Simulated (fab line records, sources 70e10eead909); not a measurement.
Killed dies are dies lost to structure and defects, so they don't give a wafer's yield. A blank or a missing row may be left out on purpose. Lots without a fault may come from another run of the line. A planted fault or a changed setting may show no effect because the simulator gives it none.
Tool commonality check | flow nand_harc | 14 lots, 42 wafers sampled

WHY IT WAS OPENED
At NHARC_END_SORT_01 the reading killed_at_array is flagged on 2 of 14 lots. Wafers without a fault read 55, standard deviation 19.
Rule: a lot is flagged when every wafer of it that has a number lies more than 4 standard deviations from that mean, or none has a number. The other lots count as sound.

lot  | measured     | on        | killed_at_array, wafer by wafer | flag
L441 | day 24 19:12 | prober-01 | 30 34 18                        |
L443 | day 24 19:14 | prober-02 | 79 74 77                        |
L444 | day 25 07:27 | prober-01 | 46 50 59                        |
L442 | day 25 14:29 | prober-02 | 46 41 39                        |
L448 | day 27 21:37 | prober-02 | 88 80 82                        |
L453 | day 29 03:23 | prober-01 | 675 672 673                     | FLAGGED
L454 | day 29 12:03 | prober-01 | 673 676 673                     | FLAGGED
L457 | day 30 19:56 | prober-02 | 58 62 53                        |
L459 | day 31 19:32 | prober-01 | 40 35 51                        |
L458 | day 31 21:11 | prober-02 | 77 103 96                       |
L461 | day 32 18:13 | prober-01 | 27 27 44                        |
L463 | day 33 05:57 | prober-02 | 66 77 63                        |
L462 | day 33 06:01 | prober-01 | 52 36 56                        |
L464 | day 33 23:45 | prober-02 | 38 31 35                        |
The numbers of the flagged lots are 674 on average: +619 against the usual, or +33 standard deviations.

WHICH TOOL RAN EACH LOT
The record holds 3 process steps before the reading, out of a route of 1302 steps. In each cell: the tool, then ch and the chambers that the sampled wafers went through, then the start.
lot  | flag    | NHARC_A_CONTACT_ETCH_116             | NHARC_A_CONTACT_ETCH_121             | NHARC_A_CONTACT_DEP_58
L441 |         | har_cap_etch-03 ch 0,1, day 22 00:22 | har_cap_etch-03 ch 0,1, day 22 01:14 | pecvd-03 ch 1,2, day 22 06:59
L443 |         | har_cap_etch-02 ch 0,1, day 21 23:06 | har_cap_etch-02 ch 0,1, day 21 23:57 | pecvd-02 ch 0,1,2, day 22 05:47
L444 |         | har_cap_etch-02 ch 0,1, day 22 13:53 | har_cap_etch-02 ch 0,1, day 22 14:44 | pecvd-02 ch 1,2, day 22 21:21
L442 |         | har_cap_etch-02 ch 0,1, day 22 09:25 | har_cap_etch-02 ch 0,1, day 22 10:16 | pecvd-02 ch 0,1,2, day 22 16:08
L448 |         | har_cap_etch-02 ch 0,1, day 24 23:11 | har_cap_etch-02 ch 0,1, day 25 00:02 | pecvd-02 ch 1,2, day 25 05:50
L453 | FLAGGED | har_cap_etch-03 ch 0,1, day 26 04:27 | har_cap_etch-03 ch 0,1, day 26 05:18 | pecvd-03 ch 0,1, day 26 13:53
L454 | FLAGGED | har_cap_etch-03 ch 0,1, day 26 12:40 | har_cap_etch-03 ch 0,1, day 26 13:31 | pecvd-01 ch 0,2, day 26 20:50
L457 |         | har_cap_etch-02 ch 0,1, day 27 21:58 | har_cap_etch-02 ch 0,1, day 27 22:50 | pecvd-01 ch 0,1,2, day 28 04:37
L459 |         | har_cap_etch-01 ch 0,1, day 28 21:57 | har_cap_etch-01 ch 0,1, day 28 22:49 | pecvd-02 ch 1,2, day 29 09:48
L458 |         | har_cap_etch-02 ch 0,1, day 28 20:59 | har_cap_etch-02 ch 0,1, day 28 21:49 | pecvd-03 ch 0,1, day 29 04:51
L461 |         | har_cap_etch-03 ch 0,1, day 29 15:18 | har_cap_etch-03 ch 0,1, day 29 16:10 | pecvd-03 ch 0,2, day 30 01:19
L463 |         | har_cap_etch-02 ch 0,1, day 30 07:02 | har_cap_etch-02 ch 0,1, day 30 07:54 | pecvd-03 ch 0,2, day 30 13:39
L462 |         | har_cap_etch-01 ch 0,1, day 30 09:48 | har_cap_etch-01 ch 0,1, day 30 10:39 | pecvd-01 ch 0,1,2, day 30 16:20
L464 |         | har_cap_etch-03 ch 0,1, day 31 00:17 | har_cap_etch-03 ch 0,1, day 31 01:09 | pecvd-01 ch 0,1, day 31 06:55
What these steps do:
- NHARC_A_CONTACT_ETCH_116: etches the open film in C4F8/O2/Ar, time 190 s, target depth 1850 nm.
- NHARC_A_CONTACT_ETCH_121: etches the open film in C4F8/O2/Ar, time 190 s, target depth 1850 nm.
- NHARC_A_CONTACT_DEP_58: deposits SiON, target thk 90 nm.
- NHARC_END_SORT_01

FLAGGED OVER TOTAL, TOOL BY TOOL (the gauges that took the reading come last)
step                     | tool            | lots run | flagged | share of the flagged lots | sound lots run after its first flagged lot
NHARC_A_CONTACT_ETCH_116 | har_cap_etch-01 | 2        | 0       | none                      | -
NHARC_A_CONTACT_ETCH_116 | har_cap_etch-02 | 7        | 0       | none                      | -
NHARC_A_CONTACT_ETCH_116 | har_cap_etch-03 | 5        | 2       | all                       | 2 (L461,L464)
NHARC_A_CONTACT_ETCH_121 | har_cap_etch-01 | 2        | 0       | none                      | -
NHARC_A_CONTACT_ETCH_121 | har_cap_etch-02 | 7        | 0       | none                      | -
NHARC_A_CONTACT_ETCH_121 | har_cap_etch-03 | 5        | 2       | all                       | 2 (L461,L464)
NHARC_A_CONTACT_DEP_58   | pecvd-01        | 4        | 1       | some                      | 3 (L457,L462,L464)
NHARC_A_CONTACT_DEP_58   | pecvd-02        | 5        | 0       | none                      | -
NHARC_A_CONTACT_DEP_58   | pecvd-03        | 5        | 1       | some                      | 3 (L458,L461,L463)
NHARC_END_SORT_01        | prober-01       | 7        | 2       | all                       | 3 (L459,L461,L462)
NHARC_END_SORT_01        | prober-02       | 7        | 0       | none                      | -

WHAT THE TABLE ALLOWS
3 rows of the table ran every flagged lot: har_cap_etch-03 at NHARC_A_CONTACT_ETCH_116, har_cap_etch-03 at NHARC_A_CONTACT_ETCH_121, prober-01 at NHARC_END_SORT_01.
- har_cap_etch-03 at NHARC_A_CONTACT_ETCH_116: 2 of its 5 lots flagged. Sound lots ran on it after the first flagged one (L461, L464), which a lasting fault on the whole tool wouldn't allow.
- har_cap_etch-03 at NHARC_A_CONTACT_ETCH_121: 2 of its 5 lots flagged. Sound lots ran on it after the first flagged one (L461, L464), which a lasting fault on the whole tool wouldn't allow.
- prober-01 at NHARC_END_SORT_01: 2 of its 7 lots flagged. Sound lots ran on it after the first flagged one (L459, L461, L462), which a lasting fault on the whole tool wouldn't allow.
No row of the table ran every flagged lot and no sound lot after the first.

WHAT THE SIMULATOR HAD PUT IN
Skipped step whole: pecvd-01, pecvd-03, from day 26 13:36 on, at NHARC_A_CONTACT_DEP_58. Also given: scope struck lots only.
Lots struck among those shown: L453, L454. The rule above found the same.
